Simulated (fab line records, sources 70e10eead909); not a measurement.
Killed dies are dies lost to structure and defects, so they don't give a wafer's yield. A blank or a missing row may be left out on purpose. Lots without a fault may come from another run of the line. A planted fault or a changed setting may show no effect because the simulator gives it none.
fab line records | flow nand_harc
record lots=15 wafers=44 last_day=32
route steps=1302 shown A_CHANNEL_FILL_D1@517 A_DECK1_JOINT@543 A_ONON_D2@549 END@1302
lots that met no fault: from a run of the same line without faults
start_h: hours from the record's first day to the start of the lot's first wafer shown | wait_h: hours since the lot's step before | " the same as in the row above | L1.1+2: a row that stands for several wafers | - no value, or no start given | * or withheld: withheld | < > ~ a bound
route shown NAME@n: a module of which the file shows steps, and the number in the route of the first | usual: mean/standard deviation of fault-free wafers | same: alike in all rows | chamber/n: place in a boat | sites: the reading at each site | _std_site: their standard deviation | _edge_site: outer sites' mean less inner sites' | radius_mm: how far each site lies from the wafer's centre | mask NAME#n: copy n | behind: the tool/chamber that last shaped the wafer | hold: why the lot was held/for how many hours/how that ended | device: the transistor (n, p or np) that didn't switch | end of line: the same wafers' tests at the end of the route | a step without rows: its recipe alone | killed: dies lost to structure and defects at the first sort, not the wafer's yield | map: a wafer's dies, x killed, . not, _ none there
set.NAME: the setting as run; set.NAME@STEP: as run at that earlier step | model.NAME: the simulator's own value behind a step, which no gauge read
steps of the route over a sample of lots; a table a step, a row a wafer
services: from which hour (start_h, from the record's first day; less than 0 if before it) a tool's chamber was out of use, for how many hours, and why
## steps
# step NHARC_A_CHANNEL_FILL_D1_INSPECT_13
# usual raw_defect_count=350/150
# columns lot.wafer tool chamber start_h wait_h raw_defect_count
L202.3 defect_inspect-02 - 232.66 0.0 375
L202.5 " - " " 238
L202.6 " - " " 485
L204.1 defect_inspect-01 - 262.73 0.0 249
L204.3 " - " " 176
L204.6 " - " " 288
L205.1 defect_inspect-02 - 268.41 0.0 286
L205.5 " - " " 263
L205.6 " - " " 280
L206.2 defect_inspect-01 - 268.42 0.0 340
L206.4 " - " " 507
L206.5 " - " " 621
L207.2 defect_inspect-02 - 283.24 0.0 242
L207.3 " - " " 253
L207.5 " - " " 189
L208.4 defect_inspect-02 - 293.75 0.0 221
L208.5 " - " " 424
L208.6 " - " " 377
L210.4 defect_inspect-01 - 318.56 0.0 394
L210.5 " - " " 277
L210.6 " - " " 556
L211.3 defect_inspect-01 - 338.29 0.0 325
L211.5 " - " " 329
L211.6 " - " " 286
L213.1 defect_inspect-01 - 345.90 0.0 241
L213.4 " - " " 365
L213.6 " - " " 326
L214.1 defect_inspect-01 - 354.09 0.0 168
L214.2 " - " " 173
L214.6 " - " " 191
L220.2 defect_inspect-01 - 411.76 0.0 292
L220.3 " - " " 253
L220.5 " - " " 254
L221.1 defect_inspect-01 - 420.49 0.0 381
L221.5 " - " " 314
L222.1 defect_inspect-02 - 435.36 0.0 417
L222.3 " - " " 324
L222.5 " - " " 380
L223.2 defect_inspect-01 - 453.92 0.0 426
L223.4 " - " " 173
L223.5 " - " " 92
L224.1 defect_inspect-02 - 453.93 0.0 296
L224.4 " - " " 415
L224.5 " - " " 254
# step NHARC_A_DECK1_JOINT_THK_MEAS_17
# recipe thk_meas_gauge=ellipsometry
# usual thk_nm=45.1/1.2
# columns lot.wafer tool chamber start_h wait_h thk_nm
L202.3 film_metro-02 - 269.43 0.2 47.1
L202.5 " - " " 46.2
L202.6 " - " " 46.0
L204.1 film_metro-01 - 294.05 0.2 46.2
L204.3 " - " " 43.7
L204.6 " - " " 45.1
L205.1 film_metro-02 - 308.72 0.2 44.1
L205.5 " - " " 43.1
L205.6 " - " " 46.2
L206.2 film_metro-01 - 308.73 0.2 47.5
L206.4 " - " " 46.5
L206.5 " - " " 46.5
L207.2 film_metro-02 - 316.48 0.2 43.4
L207.3 " - " " 44.5
L207.5 " - " " 45.0
L208.4 film_metro-02 - 331.50 0.1 45.8
L208.5 " - " " 46.1
L208.6 " - " " 44.3
L210.4 film_metro-02 - 352.72 0.2 46.1
L210.5 " - " " 44.6
L210.6 " - " " 43.2
L211.3 film_metro-01 - 373.58 0.2 45.3
L211.5 " - " " 47.4
L211.6 " - " " 45.9
L213.1 film_metro-01 - 383.65 0.3 43.5
L213.4 " - " " 43.9
L213.6 " - " " 45.1
L214.1 film_metro-02 - 390.44 0.2 43.3
L214.2 " - " " 43.6
L214.6 " - " " 45.2
L220.2 film_metro-02 - 451.63 0.3 44.7
L220.3 " - " " 44.2
L220.5 " - " " 47.4
L221.1 film_metro-01 - 461.58 0.2 46.7
L221.5 " - " " 45.0
L222.1 film_metro-02 - 467.66 0.2 45.6
L222.3 " - " " 44.5
L222.5 " - " " 45.7
L223.2 film_metro-01 - 486.48 0.3 43.6
L223.4 " - " " 45.6
L223.5 " - " " 47.2
L224.1 film_metro-02 - 486.48 0.2 42.9
L224.4 " - " " 44.3
L224.5 " - " " 47.3
# step NHARC_A_ONON_D2_DEP_06
# recipe target_thk_a=10000 n2_flow_sccm=2750 n2o_flow_sccm=2000 nh3_flow_sccm=500 sih4_flow_sccm=210 temp_c=400
# usual n2o_flow_sccm=1999/5.4
# columns lot.wafer tool chamber start_h wait_h n2o_flow_sccm
L202.3 pecvd_onon-02 0 270.78 0.2 1994
L202.5 " 0 " " 1993
L202.6 " 0 " " 1992
L204.1 pecvd_onon-01 0 295.29 0.1 2002
L204.3 " 0 " " 2003
L204.6 " 0 " " 2002
L205.1 pecvd_onon-01 0 309.94 0.1 1993
L205.5 " 0 " " 2004
L205.6 " 0 " " 2002
L206.2 pecvd_onon-04 0 310.02 0.1 1998
L206.4 " 0 " " 1995
L206.5 " 0 " " 1994
L207.2 pecvd_onon-01 0 317.78 0.1 1990
L207.3 " 0 " " 1985
L207.5 " 0 " " 1991
L208.4 pecvd_onon-02 0 332.91 0.2 1997
L208.5 " 0 " " 1995
L208.6 " 0 " " 2005
L210.4 pecvd_onon-02 0 354.13 0.2 1996
L210.5 " 0 " " 2001
L210.6 " 0 " " 1989
L211.3 pecvd_onon-04 0 374.94 0.2 1998
L211.5 " 0 " " 2001
L211.6 " 0 " " 2003
L213.1 pecvd_onon-01 0 384.89 0.1 2004
L213.4 " 0 " " 2002
L213.6 " 0 " " 2012
L214.1 pecvd_onon-04 0 391.67 0.1 1997
L214.2 " 0 " " 1996
L214.6 " 0 " " 1993
L220.2 pecvd_onon-04 0 452.93 0.1 2009
L220.3 " 0 " " 1999
L220.5 " 0 " " 2006
L221.1 pecvd_onon-04 0 462.83 0.1 2001
L221.5 " 0 " " 2005
L222.1 pecvd_onon-04 0 468.89 0.1 1998
L222.3 " 0 " " 1998
L222.5 " 0 " " 1996
L224.1 pecvd_onon-02 0 487.72 0.1 1992
L224.4 " 0 " " 1991
L224.5 " 0 " " 1992
L223.2 pecvd_onon-01 0 487.78 0.1 1998
L223.4 " 0 " " 2006
L223.5 " 0 " " 2010
# step NHARC_A_ONON_D2_THK_MEAS_08
# recipe thk_meas_gauge=ellipsometry
# usual thk_nm=999/9.8
# columns lot.wafer tool chamber start_h wait_h thk_nm
L202.3 film_metro-02 - 271.18 - 998
L202.5 " - " " 998
L202.6 " - " " 996
L204.1 film_metro-01 - 295.80 - 982
L204.3 " - " " 983
L204.6 " - " " 981
L205.1 film_metro-02 - 310.46 - 996
L205.5 " - " " 996
L205.6 " - " " 998
L206.2 film_metro-01 - 310.47 - 1001
L206.4 " - " " 1002
L206.5 " - " " 1003
L207.2 film_metro-02 - 318.23 - 995
L207.3 " - " " 994
L207.5 " - " " 995
L208.4 film_metro-02 - 333.24 - 990
L208.5 " - " " 991
L208.6 " - " " 990
L210.4 film_metro-02 - 354.47 - 1021
L210.5 " - " " 1021
L210.6 " - " " 1019
L211.3 film_metro-01 - 375.33 - 1016
L211.5 " - " " 1014
L211.6 " - " " 1017
L213.1 film_metro-01 - 385.40 - 1002
L213.4 " - " " 1000
L213.6 " - " " 1000
L214.1 film_metro-02 - 392.21 - 991
L214.2 " - " " 989
L214.6 " - " " 989
L220.2 film_metro-01 - 453.39 - 343
L220.3 " - " " 1003
L220.5 " - " " 342
L221.1 film_metro-02 - 463.33 - 989
L221.5 " - " " 327
L222.1 film_metro-01 - 469.40 - 1003
L222.3 " - " " 1003
L222.5 " - " " 345
L224.1 film_metro-01 - 488.23 - 1012
L224.4 " - " " 1013
L224.5 " - " " 1014
L223.2 film_metro-02 - 488.24 - 1008
L223.4 " - " " 1007
L223.5 " - " " 1009
# step NHARC_END_SORT_01
# recipe temp_c=25
# usual killed_at_array=52/18 killed_at_other=1.0/1.4 killed_at_periphery=3.1/2.3 killed_dies=56/17 killed_open=3.0/1.7 killed_short=2.5/1.7
# same gross_dies=677
# columns lot.wafer tool chamber start_h wait_h killed_at_array killed_at_other killed_at_periphery killed_dies killed_open killed_short
L221.1 prober-02 0 738.40 2.5 44 2 6 52 4 1
L221.5 prober-02 0 741.64 3.7 665 2 10 677 2 0
L220.2 prober-01 0 739.22 2.8 672 1 4 677 3 1
L220.3 prober-01 0 740.02 3.1 62 0 4 66 5 3
L220.5 prober-01 0 741.60 3.7 675 0 2 677 0 2
L222.1 prober-01 0 746.15 2.5 52 1 3 56 3 1
L222.3 prober-01 0 747.73 3.1 73 0 1 74 4 3
L222.5 prober-01 0 749.31 3.7 676 0 1 677 3 0
# killed by level:class
L221.1 A_CHANNEL_HOLE_D1:chamber_film_flake=27 A_CONTACT:chamber_film_flake=7 P_M2:chamber_film_flake=3 A_DECK1_JOINT:geometric_particle:open=2 P_CONTACT:chamber_film_flake=2 A_SLIT:chamber_film_flake=2 THIN_TSV:chamber_film_flake=2 A_CHANNEL_FILL_D1:geometric_particle:short=1
L220.2 A_ONON_D2:area_dep=604 A_SLIT:chamber_film_flake=26 A_CHANNEL_HOLE_D2:chamber_film_flake=22 A_CHANNEL_HOLE_D1:chamber_film_flake=5 A_CONTACT:chamber_film_flake=4 A_WL_FILL:chamber_film_flake=4 A_STAIRCASE:chamber_film_flake=2 P_CONTACT:geometric_particle:open=1
L220.3 A_SLIT:chamber_film_flake=23 A_CHANNEL_HOLE_D1:chamber_film_flake=13 A_CHANNEL_HOLE_D2:chamber_film_flake=11 A_CONTACT:chamber_film_flake=4 P_GATE:chamber_film_flake=2 P_M1:geometric_particle:open=1 A_CHANNEL_HOLE_D1:geometric_particle:open=1 A_DECK1_JOINT:geometric_particle:open=1
L220.5 A_ONON_D2:area_dep=617 A_SLIT:chamber_film_flake=24 A_CHANNEL_HOLE_D2:chamber_film_flake=22 A_CHANNEL_HOLE_D1:chamber_film_flake=6 A_CHANNEL_FILL_D1:chamber_film_flake=3 P_STI:geometric_particle:short=1 P_M0:geometric_particle:short=1 A_DECK1_JOINT:chamber_film_flake=1
L221.5 A_ONON_D2:area_dep=634 A_CHANNEL_HOLE_D1:chamber_film_flake=21 P_CONTACT:chamber_film_flake=3 P_M2:chamber_film_flake=3 A_CONTACT:chamber_film_flake=3 P_ZERO_WELL:chamber_film_flake=2 A_CHANNEL_HOLE_D2:chamber_film_flake=2 A_WL_FILL:chamber_film_flake=2
L222.1 A_SLIT:chamber_film_flake=16 A_CHANNEL_HOLE_D2:chamber_film_flake=16 A_CHANNEL_HOLE_D1:chamber_film_flake=7 A_STAIRCASE:chamber_film_flake=7 A_CONTACT:chamber_film_flake=3 P_CONTACT:geometric_particle:open=1 P_M0:geometric_particle:open=1 P_M0:geometric_particle:short=1
L222.3 A_SLIT:chamber_film_flake=29 A_CHANNEL_HOLE_D2:chamber_film_flake=20 A_CHANNEL_HOLE_D1:chamber_film_flake=8 A_STAIRCASE:chamber_film_flake=5 A_DECK1_JOINT:chamber_film_flake=2 A_CONTACT:chamber_film_flake=2 A_CHANNEL_FILL_D1:geometric_particle:open=1 A_ONON_D2:geometric_particle:short=1
L222.5 A_ONON_D2:area_dep=612 A_CHANNEL_HOLE_D2:chamber_film_flake=24 A_SLIT:chamber_film_flake=19 A_CHANNEL_HOLE_D1:chamber_film_flake=11 A_STAIRCASE:chamber_film_flake=6 P_M0:geometric_particle:open=1 A_SOURCE_PLATE:geometric_particle:open=1 A_SGD_CUT:geometric_particle:open=1
## services
# columns tool chamber start_h hours kind
pecvd_onon-01 - 269.00 13.0 pm
pecvd_onon-04 - 276.09 0.7 repair
pecvd_onon-04 - 311.24 13.0 pm
pecvd_onon-02 - 366.34 13.0 pm
pecvd_onon-01 - 450.00 13.0 pm
## key
first_sign step=NHARC_A_ONON_D2_THK_MEAS_08 reading=thk_nm direction=down sigmas=67 usual=999 struck=339
effect step=NHARC_END_SORT_01 reading=killed_dies direction=up sigmas=36 usual=56 struck=677
more_kills_born_at NHARC_A_ONON_D2_DEP_06@pecvd_onon-04=2467
met_at NHARC_A_ONON_D2_DEP_06
struck_lots L220,L221,L222
struck_wafers L220.2,L220.5,L221.5,L222.5
later_rows_left_out L220.2,L220.5,L221.5,L222.5
tester_left_out L220,L221,L222
not_acting_at NHARC_A_CHANNEL_FILL_D1_INSPECT_13,NHARC_A_DECK1_JOINT_THK_MEAS_17
onset_between 391.67 452.93
fault kind=process_parameter_drift tool=pecvd_onon-04 chamber=- onset_h=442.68 steps=NHARC_A_ONON_D2_DEP_06 channel=target_thk_a offset=* shape=step end_h=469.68 scope=struck_wafers_only acts_in=* stated=*
# tester_left_out: of these lots the tester's yield and bins aren't shown, on N5 and GAA mostly nor the transistor test; their killed dies are dies lost to structure and defects alone, not to doping, threshold or leakage, so they don't give the yield
# later_rows_left_out: the simulator's readings of these wafers behind a module that went badly wrong aren't trusted and aren't shown, but for the sort
